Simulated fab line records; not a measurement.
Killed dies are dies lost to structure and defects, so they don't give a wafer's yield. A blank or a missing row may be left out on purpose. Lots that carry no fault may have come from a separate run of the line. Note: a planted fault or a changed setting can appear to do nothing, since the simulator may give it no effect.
Which tool was responsible? -- flow nandHarc -- Sampling: 6 lots, 18 wafers, 3 of 1159 route steps

## WHAT THE GAUGES READ, wafer by wafer
NHARC_P_CONTACT_CD_MEAS_12: the cd target is 90 nm.
lot,measured,on,cdNm (nm)
L467,day 6 00:31,cdSem-02,90.1 91.3 90.9
L469,day 6 11:21,cdSem-01,90.2 90.7 90.3
L470,day 7 00:28,cdSem-02,90.6 90.7 90.2
L474,day 8 00:32,cdSem-03,91.3 90.7 90.9
L476,day 9 01:00,cdSem-01,89.9 90.6 89.5
L478,day 9 06:31,cdSem-03,75.3 76.8 75.7

## WHICH TOOL RAN EACH LOT (tool, then ch and the chambers of the sampled wafers, then the start)
lot,NHARC_P_GATE_RTA_64,NHARC_P_CONTACT_EXPOSE_09
L467,"rtpAnneal-01 ch 0, day 5 21:38","arfiScanner-03 ch 0, day 6 00:22"
L469,"rtpAnneal-01 ch 0, day 6 08:36","arfiScanner-01 ch 0, day 6 11:13"
L470,"rtpAnneal-02 ch 0, day 6 21:42","arfiScanner-02 ch 0, day 7 00:20"
L474,"rtpAnneal-01 ch 0, day 7 21:45","arfiScanner-01 ch 0, day 8 00:23"
L476,"rtpAnneal-01 ch 0, day 8 22:06","arfiScanner-02 ch 0, day 9 00:52"
L478,"rtpAnneal-01 ch 0, day 9 03:36","arfiScanner-03 ch 0, day 9 06:22"
- NHARC_P_GATE_RTA_64: time 1 s.
- NHARC_P_CONTACT_EXPOSE_09: exposes mask P CA, target cd 90 nm.

## THE ANSWER, worked out from the rows above alone
Rule: what is usual is taken from the lots themselves. Put in order of their means at a reading, lots are off if they are a third of the lots or fewer, leave a main group of 4 or more, and stand apart from it by a gap of 3 or more times the standard deviation of the main group's means; of several such gaps the widest counts. A main group is skipped when, at the precision printed for the reading in the tables above, its means are all equal. Also off: a lot with no number at a reading for which 4 or more lots have one. Where the step has rows for the other lots, those lots are counted as sound.
Off, at NHARC_P_CONTACT_CD_MEAS_12 on cdNm: L478. The main group has a mean of 90.5 nm with a standard deviation of 0.33.
If a tool, at a process step before that reading, ran all the lots that are off and no sound lot after the first of them, it fits. Those tools and the gauges at NHARC_P_CONTACT_CD_MEAS_12 are tried in the same way. Can't be told from this: 3 tools fit, rtpAnneal-01 at NHARC_P_GATE_RTA_64, arfiScanner-03 at NHARC_P_CONTACT_EXPOSE_09, cdSem-03 at NHARC_P_CONTACT_CD_MEAS_12.

## WHAT THE SIMULATOR HAD PUT IN
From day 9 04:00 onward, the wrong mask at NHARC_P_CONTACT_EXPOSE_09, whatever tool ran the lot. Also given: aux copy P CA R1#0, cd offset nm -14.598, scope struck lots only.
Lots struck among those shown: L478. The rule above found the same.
